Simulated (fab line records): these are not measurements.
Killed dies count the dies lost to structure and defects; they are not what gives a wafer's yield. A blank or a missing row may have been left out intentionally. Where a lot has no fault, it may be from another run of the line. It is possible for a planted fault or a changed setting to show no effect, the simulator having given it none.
Chamber matching / flow nand-harc / pecvd-04 running NHARC_A_SGD_CUT_DEP_00: 3 sister chambers
The step deposits SiNx, target thk 50 nm. 18 wafers are shown with their chamber, then 9 later ones without.

== EACH WAFER AND ITS CHAMBER ==
wafer=L572.2; chamber=0; heater-power-w (W)=659
wafer=L572.3; chamber=1; heater-power-w (W)=672
wafer=L572.5; chamber=2; heater-power-w (W)=706
wafer=L574.4; chamber=2; heater-power-w (W)=820
wafer=L574.5; chamber=0; heater-power-w (W)=711
wafer=L574.6; chamber=1; heater-power-w (W)=665
wafer=L575.1; chamber=2; heater-power-w (W)=826
wafer=L575.4; chamber=0; heater-power-w (W)=638
wafer=L575.6; chamber=2; heater-power-w (W)=855
wafer=L576.2; chamber=1; heater-power-w (W)=652
wafer=L576.3; chamber=0; heater-power-w (W)=772
wafer=L576.6; chamber=0; heater-power-w (W)=767
wafer=L577.1; chamber=2; heater-power-w (W)=766
wafer=L577.3; chamber=1; heater-power-w (W)=646
wafer=L577.6; chamber=0; heater-power-w (W)=733
wafer=L579.2; chamber=2; heater-power-w (W)=822
wafer=L579.4; chamber=0; heater-power-w (W)=772
wafer=L579.5; chamber=1; heater-power-w (W)=754

SIGNATURES (means of the wafers above)
reading=heater-power-w; chamber 0=721.71; chamber 1=677.80; chamber 2=799.17; scatter within a chamber=52
Rule: a wafer lies at a distance from a chamber equal to the root of the sum of squares, over the readings, of (its reading less the chamber's mean, divided by the reading's scatter). If the next closest chamber is less than 2 further off than the closest, the wafer can't be placed; otherwise it belongs to the closest. The scatter: the root of (the sum of the squares of (reading less its chamber's mean) over the shown wafers, divided by (wafers less chambers)).

== WAFERS WHOSE CHAMBER IS MISSING ==
wafer=L578.2; heater-power-w (W)=633
wafer=L578.3; heater-power-w (W)=727
wafer=L578.4; heater-power-w (W)=720
wafer=L583.2; heater-power-w (W)=759
wafer=L583.3; heater-power-w (W)=702
wafer=L583.4; heater-power-w (W)=765
wafer=L594.1; heater-power-w (W)=761
wafer=L594.3; heater-power-w (W)=592
wafer=L594.4; heater-power-w (W)=598

== THE CHAMBER EACH PASSED THROUGH ==
wafer=L578.2; from the rows above=can't be placed: 1 or 0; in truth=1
wafer=L578.3; from the rows above=can't be placed: 0 or 1 or 2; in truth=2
wafer=L578.4; from the rows above=can't be placed: 0 or 1 or 2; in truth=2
wafer=L583.2; from the rows above=can't be placed: 0 or 2 or 1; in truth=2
wafer=L583.3; from the rows above=can't be placed: 0 or 1 or 2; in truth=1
wafer=L583.4; from the rows above=can't be placed: 2 or 0 or 1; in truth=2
wafer=L594.1; from the rows above=can't be placed: 2 or 0 or 1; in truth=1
wafer=L594.3; from the rows above=can't be placed: 1 or 0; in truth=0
wafer=L594.4; from the rows above=can't be placed: 1 or 0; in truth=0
Correct placement for 0 of the 9. Cannot be placed on the basis of these rows: 9; the candidates contain the true chamber in 9. Wrongly placed: 0.
